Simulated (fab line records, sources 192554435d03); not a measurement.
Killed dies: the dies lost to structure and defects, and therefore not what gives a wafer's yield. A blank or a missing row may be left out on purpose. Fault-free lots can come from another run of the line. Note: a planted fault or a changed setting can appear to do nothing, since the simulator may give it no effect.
Which tool is to blame? || flow n5-finfet || Sampling: 24 lots, 72 wafers, 3 of 1938 route steps

WHAT EACH GAUGE READ, for each wafer
N5_BEOL_M4_THK_MEAS_53: measures by xrf.
{"lot": "L074", "measured": "day 8 01:10", "on": "film-metro-02", "M4_THK (nm)": "40.6 41.1 40.5"}
{"lot": "L077", "measured": "day 8 13:35", "on": "film-metro-02", "M4_THK (nm)": "37.7 38.6 40.1"}
{"lot": "L076", "measured": "day 8 17:26", "on": "film-metro-02", "M4_THK (nm)": "37.3 39.2 39.4"}
{"lot": "L075", "measured": "day 8 23:41", "on": "film-metro-02", "M4_THK (nm)": "37.9 37.6 38.7"}
{"lot": "L078", "measured": "day 9 03:05", "on": "film-metro-01", "M4_THK (nm)": "39.2 40.0 41.4"}
{"lot": "L080", "measured": "day 9 04:39", "on": "film-metro-02", "M4_THK (nm)": "40.4 40.0 40.2"}
{"lot": "L079", "measured": "day 9 04:58", "on": "film-metro-02", "M4_THK (nm)": "37.8 38.4 37.0"}
{"lot": "L081", "measured": "day 9 07:50", "on": "film-metro-02", "M4_THK (nm)": "37.9 40.7 39.7"}
{"lot": "L082", "measured": "day 9 19:56", "on": "film-metro-01", "M4_THK (nm)": "40.0 40.1 41.7"}
{"lot": "L083", "measured": "day 10 05:37", "on": "film-metro-02", "M4_THK (nm)": "39.1 38.6 39.1"}
{"lot": "L085", "measured": "day 10 15:26", "on": "film-metro-02", "M4_THK (nm)": "40.8 38.9 39.1"}
{"lot": "L086", "measured": "day 11 00:34", "on": "film-metro-01", "M4_THK (nm)": "40.3 39.3 40.1"}
{"lot": "L084", "measured": "day 11 08:18", "on": "film-metro-02", "M4_THK (nm)": "42.0 38.6 42.2"}
{"lot": "L087", "measured": "day 11 09:20", "on": "film-metro-01", "M4_THK (nm)": "37.4 37.5 38.1"}
{"lot": "L088", "measured": "day 11 09:21", "on": "film-metro-02", "M4_THK (nm)": "37.0 38.2 39.7"}
{"lot": "L090", "measured": "day 11 12:32", "on": "film-metro-02", "M4_THK (nm)": "39.2 38.2 40.0"}
{"lot": "L089", "measured": "day 11 16:46", "on": "film-metro-01", "M4_THK (nm)": "37.6 40.7 38.3"}
{"lot": "L091", "measured": "day 12 06:37", "on": "film-metro-01", "M4_THK (nm)": "37.4 39.2 35.7"}
{"lot": "L092", "measured": "day 12 14:46", "on": "film-metro-01", "M4_THK (nm)": "39.8 40.4 39.3"}
{"lot": "L093", "measured": "day 12 21:37", "on": "film-metro-02", "M4_THK (nm)": "40.6 39.3 37.9"}
{"lot": "L094", "measured": "day 13 00:41", "on": "film-metro-01", "M4_THK (nm)": "39.0 42.0 37.5"}
{"lot": "L095", "measured": "day 13 04:31", "on": "film-metro-02", "M4_THK (nm)": "38.7 39.1 39.2"}
{"lot": "L096", "measured": "day 13 06:53", "on": "film-metro-01", "M4_THK (nm)": "39.1 36.8 37.1"}
{"lot": "L097", "measured": "day 13 23:34", "on": "film-metro-01", "M4_THK (nm)": "38.0 39.6 39.1"}

WHICH TOOL RAN EACH LOT (tool, then ch and the chambers of the sampled wafers, then the start)
{"lot": "L074", "N5_BEOL_M4_ANNEAL_82": "pvd-sputter-03, day 7 22:47", "N5_BEOL_M4_ANNEAL_87": "pvd-sputter-03, day 7 23:00"}
{"lot": "L077", "N5_BEOL_M4_ANNEAL_82": "pvd-sputter-01, day 8 11:32", "N5_BEOL_M4_ANNEAL_87": "pvd-sputter-01, day 8 11:45"}
{"lot": "L076", "N5_BEOL_M4_ANNEAL_82": "pvd-sputter-03, day 8 15:24", "N5_BEOL_M4_ANNEAL_87": "pvd-sputter-03, day 8 15:37"}
{"lot": "L075", "N5_BEOL_M4_ANNEAL_82": "pvd-sputter-03, day 8 21:38", "N5_BEOL_M4_ANNEAL_87": "pvd-sputter-03, day 8 21:52"}
{"lot": "L078", "N5_BEOL_M4_ANNEAL_82": "pvd-sputter-02, day 9 01:03", "N5_BEOL_M4_ANNEAL_87": "pvd-sputter-02, day 9 01:16"}
{"lot": "L080", "N5_BEOL_M4_ANNEAL_82": "pvd-sputter-01, day 9 02:30", "N5_BEOL_M4_ANNEAL_87": "pvd-sputter-01, day 9 02:43"}
{"lot": "L079", "N5_BEOL_M4_ANNEAL_82": "pvd-sputter-02, day 9 02:56", "N5_BEOL_M4_ANNEAL_87": "pvd-sputter-02, day 9 03:09"}
{"lot": "L081", "N5_BEOL_M4_ANNEAL_82": "pvd-sputter-01, day 9 05:49", "N5_BEOL_M4_ANNEAL_87": "pvd-sputter-01, day 9 06:02"}
{"lot": "L082", "N5_BEOL_M4_ANNEAL_82": "pvd-sputter-01, day 9 17:54", "N5_BEOL_M4_ANNEAL_87": "pvd-sputter-01, day 9 18:07"}
{"lot": "L083", "N5_BEOL_M4_ANNEAL_82": "pvd-sputter-02, day 10 03:35", "N5_BEOL_M4_ANNEAL_87": "pvd-sputter-02, day 10 03:48"}
{"lot": "L085", "N5_BEOL_M4_ANNEAL_82": "pvd-sputter-02, day 10 13:25", "N5_BEOL_M4_ANNEAL_87": "pvd-sputter-02, day 10 13:38"}
{"lot": "L086", "N5_BEOL_M4_ANNEAL_82": "pvd-sputter-03, day 10 22:32", "N5_BEOL_M4_ANNEAL_87": "pvd-sputter-03, day 10 22:45"}
{"lot": "L084", "N5_BEOL_M4_ANNEAL_82": "pvd-sputter-03, day 11 06:10", "N5_BEOL_M4_ANNEAL_87": "pvd-sputter-03, day 11 06:23"}
{"lot": "L087", "N5_BEOL_M4_ANNEAL_82": "pvd-sputter-02, day 11 07:19", "N5_BEOL_M4_ANNEAL_87": "pvd-sputter-02, day 11 07:32"}
{"lot": "L088", "N5_BEOL_M4_ANNEAL_82": "pvd-sputter-01, day 11 07:19", "N5_BEOL_M4_ANNEAL_87": "pvd-sputter-01, day 11 07:32"}
{"lot": "L090", "N5_BEOL_M4_ANNEAL_82": "pvd-sputter-01, day 11 10:26", "N5_BEOL_M4_ANNEAL_87": "pvd-sputter-01, day 11 10:39"}
{"lot": "L089", "N5_BEOL_M4_ANNEAL_82": "pvd-sputter-03, day 11 14:44", "N5_BEOL_M4_ANNEAL_87": "pvd-sputter-03, day 11 14:57"}
{"lot": "L091", "N5_BEOL_M4_ANNEAL_82": "pvd-sputter-01, day 12 04:35", "N5_BEOL_M4_ANNEAL_87": "pvd-sputter-01, day 12 04:49"}
{"lot": "L092", "N5_BEOL_M4_ANNEAL_82": "pvd-sputter-02, day 12 12:44", "N5_BEOL_M4_ANNEAL_87": "pvd-sputter-02, day 12 12:58"}
{"lot": "L093", "N5_BEOL_M4_ANNEAL_82": "pvd-sputter-03, day 12 19:35", "N5_BEOL_M4_ANNEAL_87": "pvd-sputter-03, day 12 19:49"}
{"lot": "L094", "N5_BEOL_M4_ANNEAL_82": "pvd-sputter-02, day 12 22:38", "N5_BEOL_M4_ANNEAL_87": "pvd-sputter-02, day 12 22:52"}
{"lot": "L095", "N5_BEOL_M4_ANNEAL_82": "pvd-sputter-03, day 13 02:29", "N5_BEOL_M4_ANNEAL_87": "pvd-sputter-03, day 13 02:43"}
{"lot": "L096", "N5_BEOL_M4_ANNEAL_82": "pvd-sputter-02, day 13 04:52", "N5_BEOL_M4_ANNEAL_87": "pvd-sputter-02, day 13 05:05"}
{"lot": "L097", "N5_BEOL_M4_ANNEAL_82": "pvd-sputter-03, day 13 21:28", "N5_BEOL_M4_ANNEAL_87": "pvd-sputter-03, day 13 21:41"}
- N5_BEOL_M4_ANNEAL_82: time 240 s.
- N5_BEOL_M4_ANNEAL_87: time 240 s.

WHAT THE TOOLS THEMSELVES READ (means of the sampled wafers that have a number; where no wafer has one, the mark that the record gives instead)
N5_BEOL_M4_ANNEAL_82.
{"lot": "L074", "tool": "pvd-sputter-03", "heater-power-w (W)": 880}
{"lot": "L077", "tool": "pvd-sputter-01", "heater-power-w (W)": 797}
{"lot": "L076", "tool": "pvd-sputter-03", "heater-power-w (W)": 737}
{"lot": "L075", "tool": "pvd-sputter-03", "heater-power-w (W)": 934}
{"lot": "L078", "tool": "pvd-sputter-02", "heater-power-w (W)": 908}
{"lot": "L080", "tool": "pvd-sputter-01", "heater-power-w (W)": 796}
{"lot": "L079", "tool": "pvd-sputter-02", "heater-power-w (W)": 992}
{"lot": "L081", "tool": "pvd-sputter-01", "heater-power-w (W)": 794}
{"lot": "L082", "tool": "pvd-sputter-01", "heater-power-w (W)": 830}
{"lot": "L083", "tool": "pvd-sputter-02", "heater-power-w (W)": 963}
{"lot": "L085", "tool": "pvd-sputter-02", "heater-power-w (W)": 892}
{"lot": "L086", "tool": "pvd-sputter-03", "heater-power-w (W)": 926}
{"lot": "L084", "tool": "pvd-sputter-03", "heater-power-w (W)": 964}
{"lot": "L087", "tool": "pvd-sputter-02", "heater-power-w (W)": 980}
{"lot": "L088", "tool": "pvd-sputter-01", "heater-power-w (W)": 793}
{"lot": "L090", "tool": "pvd-sputter-01", "heater-power-w (W)": 831}
{"lot": "L089", "tool": "pvd-sputter-03", "heater-power-w (W)": 888}
{"lot": "L091", "tool": "pvd-sputter-01", "heater-power-w (W)": 831}
{"lot": "L092", "tool": "pvd-sputter-02", "heater-power-w (W)": 994}
{"lot": "L093", "tool": "pvd-sputter-03", "heater-power-w (W)": 762}
{"lot": "L094", "tool": "pvd-sputter-02", "heater-power-w (W)": 985}
{"lot": "L095", "tool": "pvd-sputter-03", "heater-power-w (W)": 792}
{"lot": "L096", "tool": "pvd-sputter-02", "heater-power-w (W)": 881}
{"lot": "L097", "tool": "pvd-sputter-03", "heater-power-w (W)": 873}

N5_BEOL_M4_ANNEAL_87.
{"lot": "L074", "tool": "pvd-sputter-03", "heater-power-w (W)": 890}
{"lot": "L077", "tool": "pvd-sputter-01", "heater-power-w (W)": 796}
{"lot": "L076", "tool": "pvd-sputter-03", "heater-power-w (W)": 741}
{"lot": "L075", "tool": "pvd-sputter-03", "heater-power-w (W)": 929}
{"lot": "L078", "tool": "pvd-sputter-02", "heater-power-w (W)": 908}
{"lot": "L080", "tool": "pvd-sputter-01", "heater-power-w (W)": 803}
{"lot": "L079", "tool": "pvd-sputter-02", "heater-power-w (W)": 990}
{"lot": "L081", "tool": "pvd-sputter-01", "heater-power-w (W)": 814}
{"lot": "L082", "tool": "pvd-sputter-01", "heater-power-w (W)": 833}
{"lot": "L083", "tool": "pvd-sputter-02", "heater-power-w (W)": 967}
{"lot": "L085", "tool": "pvd-sputter-02", "heater-power-w (W)": 910}
{"lot": "L086", "tool": "pvd-sputter-03", "heater-power-w (W)": 939}
{"lot": "L084", "tool": "pvd-sputter-03", "heater-power-w (W)": 958}
{"lot": "L087", "tool": "pvd-sputter-02", "heater-power-w (W)": 994}
{"lot": "L088", "tool": "pvd-sputter-01", "heater-power-w (W)": 788}
{"lot": "L090", "tool": "pvd-sputter-01", "heater-power-w (W)": 825}
{"lot": "L089", "tool": "pvd-sputter-03", "heater-power-w (W)": 885}
{"lot": "L091", "tool": "pvd-sputter-01", "heater-power-w (W)": 840}
{"lot": "L092", "tool": "pvd-sputter-02", "heater-power-w (W)": 978}
{"lot": "L093", "tool": "pvd-sputter-03", "heater-power-w (W)": 771}
{"lot": "L094", "tool": "pvd-sputter-02", "heater-power-w (W)": 997}
{"lot": "L095", "tool": "pvd-sputter-03", "heater-power-w (W)": 796}
{"lot": "L096", "tool": "pvd-sputter-02", "heater-power-w (W)": 865}
{"lot": "L097", "tool": "pvd-sputter-03", "heater-power-w (W)": 858}

THE ANSWER, worked out from the rows above alone
Rule: the lots themselves supply what counts as usual. The widest of any qualifying gaps counts: lots, ordered by their means at a reading, are off when they make up no more than a third of the lots, leave a main group of 4 or more, and stand apart from it by 3 or more times the standard deviation of that group's means. The tables above print the reading to a certain number of digits; a main group whose means all agree to those digits is not used. Also off: a lot with no number at a reading for which 4 or more lots have one. The other lots that the step has rows for count as sound. Order of review: gauges by route order, followed by the tools' own readings, for which a lot's mean as printed above is used. At the first step where some lot is off, the reading lying furthest off is the one used; lots without a number count as furthest.
No lot is off on any of the readings shown, so nothing can be concluded from this.

WHAT THE SIMULATOR HAD INSERTED
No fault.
